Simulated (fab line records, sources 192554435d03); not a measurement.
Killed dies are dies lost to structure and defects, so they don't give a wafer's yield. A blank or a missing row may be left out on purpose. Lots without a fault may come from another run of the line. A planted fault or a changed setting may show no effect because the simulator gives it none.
fab line records | flow n5_finfet | part 2 of 2: steps 27 to 31 of 31
record lots=5 wafers=15 last_day=16
route steps=1938 shown BEOL_M2@920 BEOL_M3@931
lots that met no fault: from a run of the same line without faults
start_h: hours from the record's first day to the start of the lot's first wafer shown | wait_h: hours since the lot's step before | " the same as in the row above | L1.1+2: a row that stands for several wafers | - no value, or no start given | * or withheld: withheld | < > ~ a bound
route shown NAME@n: a module of which the file shows steps, and the number in the route of the first | usual: mean/standard deviation of fault-free wafers | same: alike in all rows | chamber/n: place in a boat | sites: the reading at each site | _std_site: their standard deviation | _edge_site: outer sites' mean less inner sites' | radius_mm: how far each site lies from the wafer's centre | mask NAME#n: copy n | behind: the tool/chamber that last shaped the wafer | hold: why the lot was held/for how many hours/how that ended | device: the transistor (n, p or np) that didn't switch | end of line: the same wafers' tests at the end of the route | a step without rows: its recipe alone | killed: dies lost to structure and defects at the first sort, not the wafer's yield | map: a wafer's dies, x killed, . not, _ none there
set.NAME: the setting as run; set.NAME@STEP: as run at that earlier step | model.NAME: the simulator's own value behind a step, which no gauge read
lots at some steps of the route; a table a step, a row a wafer
services: from which hour (start_h, from the record's first day; less than 0 if before it) a tool's chamber was out of use, for how many hours, and why
## steps
# step N5_BEOL_M3_INSPECT_13
# recipe mode=adi inspect_instrument=brightfield
# usual raw_defect_count=447/99
# columns lot.wafer tool chamber start_h wait_h raw_defect_count
L075.1 defect_inspect-01 - 143.48 0.1 434
L075.3 " - " " 747
L075.4 " - " " 544
L074.1 defect_inspect-01 - 147.05 0.1 431
L074.3 " - " " 278
L074.5 " - " " 249
L078.2 defect_inspect-02 - 169.25 0.1 469
L078.3 " - " " 455
L078.5 " - " " 555
L091.1 defect_inspect-02 - 247.05 0.1 442
L091.2 " - " " 466
L091.5 " - " " 344
L093.1 defect_inspect-02 - 267.97 0.1 600
L093.2 " - " " 437
L093.3 " - " " 446
# step N5_BEOL_M3_DESCUM_16
# recipe chemistry=O2 time_s=7 source_power_w=50 bias_power_w=20 pressure_mtorr=20 rf_frequency_hz=2.712e+07 temp_c=40 resist=CAR-EUV o2_flow_sccm=225
# usual drypump_motor_current_A=5.9/0.32 oes_product_au=0.80/0.092 rf_vpp_V=243.2/1.3 showerhead_plenum_p_Torr=2.09/0.064 throttle_valve_pct=20.37/0.24
# columns lot.wafer tool chamber start_h wait_h drypump_motor_current_A oes_product_au rf_hours_counter_h rf_vpp_V showerhead_plenum_p_Torr throttle_valve_pct
L075.1 rie_diel-02 3 143.51 0.0 6.1 0.68 246 243.6 2.13 20.95
L075.3 " 1 " " 6.6 0.72 163 243.1 2.05 20.28
L075.4 " 0 " " 5.6 0.73 173 243.9 2.17 20.45
L074.1 rie_diel-02 3 147.19 0.1 6.1 0.68 248 243.8 2.13 20.96
L074.3 " 2 " " 6.1 0.68 238 242.6 1.99 20.72
L074.5 " 0 " " 5.6 0.74 - 244.8 2.17 20.44
L078.2 rie_diel-01 1 169.28 0.0 6.2 0.77 126 243.1 2.07 20.04
L078.3 " 3 " " 5.9 0.75 171 241.2 2.01 20.59
L078.5 " 3 " " 5.9 0.75 - 241.7 2.02 20.58
L091.1 rie_diel-02 0 247.35 0.3 5.6 0.70 204 244.6 2.16 20.49
L091.2 " 1 " " 6.5 0.69 192 244.5 2.04 20.32
L091.5 " 1 " " 6.6 0.69 - 243.5 2.04 20.32
L093.1 rie_diel-01 3 268.09 0.1 5.9 0.73 201 241.9 2.00 20.64
L093.2 " 1 " " 6.2 0.75 153 243.4 2.06 20.10
L093.3 " 0 " " 6.1 0.89 31 243.9 2.12 20.01
# step N5_BEOL_M3_ETCH_74
# recipe chemistry=N2/H2 target=underlayer target_depth_a=65 mask_material=CAR-EUV time_s=5.2 ion_energy_ev=200 pressure_mtorr=30 source_w=840 bias_w=150 n2_flow_sccm=200 h2_flow_sccm=200 ends=cleared
# usual drypump_motor_current_A=5.9/0.32 etch_rf_on_time_s=5.17/0.15 oes_product_au=0.68/0.081 rf_vpp_V=524.1/2.7 showerhead_plenum_p_Torr=2.56/0.084 throttle_valve_pct=17.90/0.23
# columns lot.wafer tool chamber start_h wait_h drypump_motor_current_A etch_rf_on_time_s oes_product_au rf_hours_counter_h rf_vpp_V showerhead_plenum_p_Torr throttle_valve_pct
L075.1 rie_diel-02 3 143.55 0.0 6.1 5.04 0.59 246 526.7 2.59 18.30
L075.3 " 1 " " 6.6 5.27 0.63 163 525.6 2.54 18.00
L075.4 " 0 " " 5.6 5.29 0.62 173 527.4 2.65 18.03
L074.1 rie_diel-02 3 147.23 0.0 6.1 5.03 0.59 248 526.3 2.59 18.28
L074.3 " 2 " " 6.2 5.24 0.57 238 519.3 2.43 18.40
L074.5 " 0 " " 5.6 5.26 0.61 - 526.5 2.65 18.00
L078.2 rie_diel-01 1 169.32 0.0 6.2 5.10 0.67 126 522.7 2.55 17.65
L078.3 " 3 " " 5.9 5.38 0.62 171 522.7 2.42 17.88
L078.5 " 3 " " 5.9 5.38 0.63 - 521.0 2.42 17.90
L091.1 rie_diel-02 0 247.38 0.0 5.6 5.30 0.60 204 526.0 2.64 18.06
L091.2 " 1 " " 6.5 5.28 0.61 192 521.8 2.53 18.05
L091.5 " 1 " " 6.5 5.38 0.61 - 522.3 2.53 18.06
L093.1 rie_diel-01 3 268.13 0.0 5.9 5.38 0.59 201 518.4 2.41 17.96
L093.2 " 1 " " 6.2 5.10 0.65 153 523.3 2.54 17.71
L093.3 " 0 " " 6.1 4.96 0.76 31 526.7 2.60 17.60
# step N5_BEOL_M3_ETCH_63
# recipe chemistry=CF4 target=SiARC target_depth_a=156 mask_material=CAR-EUV time_s=26 ion_energy_ev=80 pressure_mtorr=40 source_w=545 bias_w=36 Ar_flow_sccm=100 cf4_flow_sccm=100 ends=cleared
# usual drypump_motor_current_A=5.9/0.32 etch_rf_on_time_s=25.8/0.73 oes_product_au=0.68/0.081 rf_vpp_V=184.2/1.2 showerhead_plenum_p_Torr=2.15/0.065 throttle_valve_pct=15.60/0.24
# columns lot.wafer tool chamber start_h wait_h drypump_motor_current_A etch_rf_on_time_s oes_product_au rf_hours_counter_h rf_vpp_V showerhead_plenum_p_Torr throttle_valve_pct
L075.1 rie_diel-02 3 143.56 0.0 6.1 25.4 0.59 246 186.6 2.21 16.28
L075.3 " 1 " " 6.5 26.5 0.63 163 184.5 2.13 15.72
L075.4 " 0 " " 5.6 26.0 0.63 173 185.7 2.21 15.67
L074.1 rie_diel-02 3 147.24 0.0 6.1 25.2 0.59 248 185.2 2.21 16.31
L074.3 " 2 " " 6.1 25.7 0.58 238 183.7 2.04 15.88
L074.5 " 0 " " 5.6 26.0 0.63 - 184.1 2.21 15.67
L078.2 rie_diel-01 1 169.34 0.0 6.2 25.5 0.68 126 184.0 2.13 15.37
L078.3 " 3 " " 5.9 26.6 0.62 171 181.5 2.06 15.75
L078.5 " 3 " " 5.9 26.6 0.62 - 183.0 2.06 15.75
L091.1 rie_diel-02 0 247.40 0.0 5.6 25.8 0.61 204 184.4 2.20 15.73
L091.2 " 1 " " 6.5 26.6 0.61 192 182.1 2.12 15.77
L091.5 " 1 " " 6.5 26.8 0.61 - 182.9 2.12 15.78
L093.1 rie_diel-01 3 268.15 0.0 5.9 26.6 0.60 201 181.6 2.05 15.80
L093.2 " 1 " " 6.2 25.4 0.65 153 184.4 2.12 15.43
L093.3 " 0 " " 6.1 25.1 0.76 31 185.0 2.17 15.22
# step N5_BEOL_M3_ETCH_64
# recipe chemistry=N2/H2 target=SOC target_depth_a=750 overetch_a=150 mask_material=SiARC temp_c=40 time_s=112.5 ion_energy_ev=200 pressure_mtorr=30 source_w=840 bias_w=150 n2_flow_sccm=200 h2_flow_sccm=200
# usual drypump_motor_current_A=5.9/0.32 oes_product_au=0.63/0.068 rf_vpp_V=524.1/2.4 showerhead_plenum_p_Torr=2.56/0.085 throttle_valve_pct=17.87/0.23
# columns lot.wafer tool chamber start_h wait_h drypump_motor_current_A oes_product_au rf_hours_counter_h rf_vpp_V showerhead_plenum_p_Torr throttle_valve_pct
L075.1 rie_diel-02 3 143.59 0.0 6.1 0.54 247 525.5 2.59 18.26
L075.3 " 1 " " 6.6 0.59 163 524.3 2.54 17.97
L075.4 " 0 " " 5.6 0.59 173 527.4 2.65 17.97
L074.1 rie_diel-02 3 147.27 0.0 6.1 0.54 248 525.4 2.59 18.24
L074.3 " 2 " " 6.1 0.54 238 520.5 2.43 18.33
L074.5 " 0 " " 5.6 0.59 - 525.3 2.65 17.97
L078.2 rie_diel-01 1 169.36 0.0 6.2 0.61 126 523.0 2.55 17.62
L078.3 " 3 " " 5.9 0.58 171 521.5 2.42 17.87
L078.5 " 3 " " 5.9 0.58 - 519.9 2.42 17.86
L091.1 rie_diel-02 0 247.43 0.0 5.6 0.57 204 528.7 2.64 18.03
L091.2 " 1 " " 6.6 0.57 192 523.9 2.53 18.04
L091.5 " 1 " " 6.6 0.57 - 522.0 2.53 18.04
L093.1 rie_diel-01 3 268.17 0.0 5.9 0.57 201 520.0 2.41 17.90
L093.2 " 1 " " 6.2 0.60 153 524.5 2.54 17.68
L093.3 " 0 " " 6.1 0.69 31 524.4 2.60 17.57
## services
# columns tool chamber start_h hours kind
cvd_co-01 0 146.09 6.7 repair
euv_scanner-01 - 151.82 1.0 pm
pecvd-03 1 152.33 5.4 repair
rie_diel-02 1 166.73 11.3 repair
cmp-03 - 168.10 0.7 repair
rie_diel-01 - 169.77 0.6 repair
pecvd-04 2 175.10 8.4 repair
rie_diel-02 1 179.29 2.0 repair
rie_diel-02 0 186.27 8.8 repair
ecd_cu-01 - 190.55 1.2 repair
pecvd-01 - 191.73 2.8 pm
euv_scanner-01 - 199.91 1.0 pm
pecvd-03 - 206.11 2.8 pm
euv_scanner-01 - 210.98 12.0 pm
cvd_co-01 2 213.79 12.7 repair
pecvd-01 - 214.00 0.6 repair
cmp-03 - 227.22 4.0 pm
rie_diel-02 1 230.86 7.7 repair
cvd_co-01 - 234.55 6.9 pm
rie_diel-02 2 237.49 1.5 repair
pecvd-03 - 246.54 6.0 pm
pecvd-04 - 253.34 2.8 pm
euv_scanner-01 - 254.96 6.2 pm
euv_scanner-01 - 261.21 1.0 pm
